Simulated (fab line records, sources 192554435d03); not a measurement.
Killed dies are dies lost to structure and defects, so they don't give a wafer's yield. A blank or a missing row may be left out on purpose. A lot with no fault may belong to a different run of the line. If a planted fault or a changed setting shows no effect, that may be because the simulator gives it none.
Chamber matching + flow n5_finfet + N5_FIN_SAQP_HM_OPEN_73 on rie_diel-06: 4 sister chambers
The step chemistry CHF3/O2, target SiO2, stops on a-Si, target depth 12 nm, time 16.8 s. 14 wafers are shown with their chamber, then 7 later ones without.

EACH WAFER AND ITS CHAMBER
| wafer  | chamber | showerhead_plenum_p_Torr (Torr) | throttle_valve_pct (%) | oes_ar_750_au (a.u.) |
|--------|---------|---------------------------------|------------------------|----------------------|
| L075.3 | 1       | 2.39                            | 19.00                  | 0.71                 |
| L075.4 | 3       | 2.52                            | 18.67                  | 0.78                 |
| L075.6 | 1       | 2.39                            | 19.00                  | 0.72                 |
| L076.2 | 3       | 2.52                            | 18.68                  | 0.77                 |
| L076.4 | 1       | 2.39                            | 19.01                  | 0.71                 |
| L076.5 | 0       | 2.32                            | 18.84                  | 0.82                 |
| L081.2 | 3       | 2.52                            | 18.69                  | 0.77                 |
| L081.4 | 3       | 2.52                            | 18.69                  | 0.77                 |
| L081.6 | 2       | 2.36                            | 18.75                  | 0.94                 |
| L084.1 | 1       | 2.38                            | 19.02                  | 0.70                 |
| L084.4 | 2       | 2.36                            | 18.76                  | 0.92                 |
| L084.5 | 0       | 2.32                            | 18.85                  | 0.80                 |
| L094.1 | 3       | 2.51                            | 18.73                  | 0.75                 |
| L094.4 | 0       | 2.31                            | 18.90                  | 0.78                 |

SIGNATURES (means of the wafers above)
| reading                  | chamber 0 | chamber 1 | chamber 2 | chamber 3 | scatter within a chamber |
|--------------------------|-----------|-----------|-----------|-----------|--------------------------|
| showerhead_plenum_p_Torr | 2.3167    | 2.3875    | 2.3600    | 2.5180    | 0.00471                  |
| throttle_valve_pct       | 18.8633   | 19.0075   | 18.7550   | 18.6920   | 0.0211                   |
| oes_ar_750_au            | 0.8000    | 0.7100    | 0.9300    | 0.7680    | 0.013                    |
Rule: distance of a wafer from a chamber = root of the sum over the readings of ((wafer's reading minus chamber's mean) / reading's scatter) squared. If the next closest chamber is less than 2 further off than the closest, the wafer can't be placed; otherwise it belongs to the closest. The scatter is the square root of a quotient: the sum, over the shown wafers, of each reading's squared deviation from its chamber's mean, divided by wafers minus chambers.

WAFERS MISSING THEIR CHAMBER
| wafer  | showerhead_plenum_p_Torr (Torr) | throttle_valve_pct (%) | oes_ar_750_au (a.u.) |
|--------|---------------------------------|------------------------|----------------------|
| L094.5 | 2.35                            | 18.78                  | 0.90                 |
| L095.1 | 2.38                            | 18.63                  | 0.98                 |
| L095.3 | 2.35                            | 18.79                  | 0.89                 |
| L095.5 | 2.31                            | 18.90                  | 0.79                 |
| L096.1 | 2.38                            | 18.65                  | 0.97                 |
| L096.3 | 2.31                            | 18.89                  | 0.78                 |
| L096.6 | 2.51                            | 18.74                  | 0.74                 |

WHICH CHAMBER EACH WENT THROUGH
| wafer  | from the rows above | in truth                   |
|--------|---------------------|----------------------------|
| L094.5 | 2                   | 2                          |
| L095.1 | 2                   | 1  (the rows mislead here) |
| L095.3 | 2                   | 2                          |
| L095.5 | 0                   | 0                          |
| L096.1 | 2                   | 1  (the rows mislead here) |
| L096.3 | 0                   | 0                          |
| L096.6 | 3                   | 3                          |
5 of 7 placed correctly. From these rows, 0 cannot be placed. Placed wrongly: 2.
